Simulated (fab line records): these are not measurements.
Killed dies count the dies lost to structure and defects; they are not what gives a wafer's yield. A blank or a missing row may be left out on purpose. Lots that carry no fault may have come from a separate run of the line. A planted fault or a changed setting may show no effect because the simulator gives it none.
Problem report in the 8D (eight disciplines) form, filled by code | flow nandHarc | the parts of the form that need people (team, actions taken, sign-off) are left out

## 1. WHAT WENT WRONG
Mean of timeToEndpointS at NHARC_P_M2_CMP_23: 14.9 s across 3 wafers in 2 lots; on wafers with no fault it is 29.1 s (standard deviation 2). That puts it -7.1 standard deviations away from the usual mean.
The step: polishes, t overpolish 20 s, target thk 144.3 nm.
First seen on wafer L550.4, day 12 17:25, on cmp-03. Wafers with a number at this step in the record: 42, from 14 lots. By rule, "out" or "out of limits" means more than 4 standard deviations away from the usual mean. The other wafers with a number count as sound.

## 2. WHAT IT IS, AND WHAT IT ISN'T
question                    | is                     | is not
which readings at this step | timeToEndpointS        | -
which lots                  | L550, L551             | L535, L536, L537, L538, L539, L540, L541, L543, L548, L554, L557, L558
which wafers of those lots  | L550.4, L550.5, L551.4 | L550.2, L551.3, L551.6
read on which tools         | cmp-02, cmp-03         | cmp-04
when                        | from day 12 17:25      | up to then (28 sound wafers); but 11 sound wafers of L551, L554, L557, L558 came after

## 3. THE SUSPECTS, EACH WITH WHAT RULES IT OUT
Counting: a tool at a process step up to the reading stays a suspect if it ran every lot that is out. Sound lots after the first of them don't rule it out here, since some wafers of a struck lot are sound.
- ecdCu-02 at NHARC_P_M2_ECD_22 (material Cu, target thk 400 nm): kept. Every lot that is out went through it, the first being L550 (day 12 16:43); the last sound lot it ran before that was L548 (day 11 22:02).
- rtpAnneal-01 at NHARC_P_M2_ANNEAL_31 (time 90 s): kept. Every lot that is out went through it, the first being L550 (day 12 17:06); the last sound lot it ran before that was L541 (day 8 20:50).
Remaining after the count are ecdCu-02 at NHARC_P_M2_ECD_22 and rtpAnneal-01 at NHARC_P_M2_ANNEAL_31.

## 4. THE CAUSE (what the simulator had put in)
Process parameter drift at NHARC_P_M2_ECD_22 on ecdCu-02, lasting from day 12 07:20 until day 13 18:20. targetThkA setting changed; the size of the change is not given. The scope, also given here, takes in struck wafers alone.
Counting left 2 suspects, and this tool is among them.

## 5. THE EFFECT CHAIN, in route order
Each row: a reading where the mean over the struck wafers with a number is more than 3 standard deviations away from the usual. Readings are gone through only where the record gives a usual standard deviation; hours: the median, over the lots, of the time from a lot's start at the first step in this table giving one to that lot's start at this step; sigmas: the change measured in usual standard deviations.
hours | step              | reading         | usual  | on struck wafers | change | sigmas
0     | NHARC_P_M2_CMP_23 | timeToEndpointS | 29.1 s | 14.9             | -14.2  | -7.1
Its process steps:
- NHARC_P_M2_CMP_23: polishes, t overpolish 20 s, target thk 144.3 nm.

## 6. HOW IT WOULD HAVE BEEN CAUGHT EARLIER
In this record the first reading out of limits was taken at day 12 17:25, 10 hours after the fault began at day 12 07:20.
Lots out: 2; of these, L551 started NHARC_P_M2_ECD_22 on ecdCu-02 after day 12 17:25. A tool hold placed at that time would have kept it from harm.
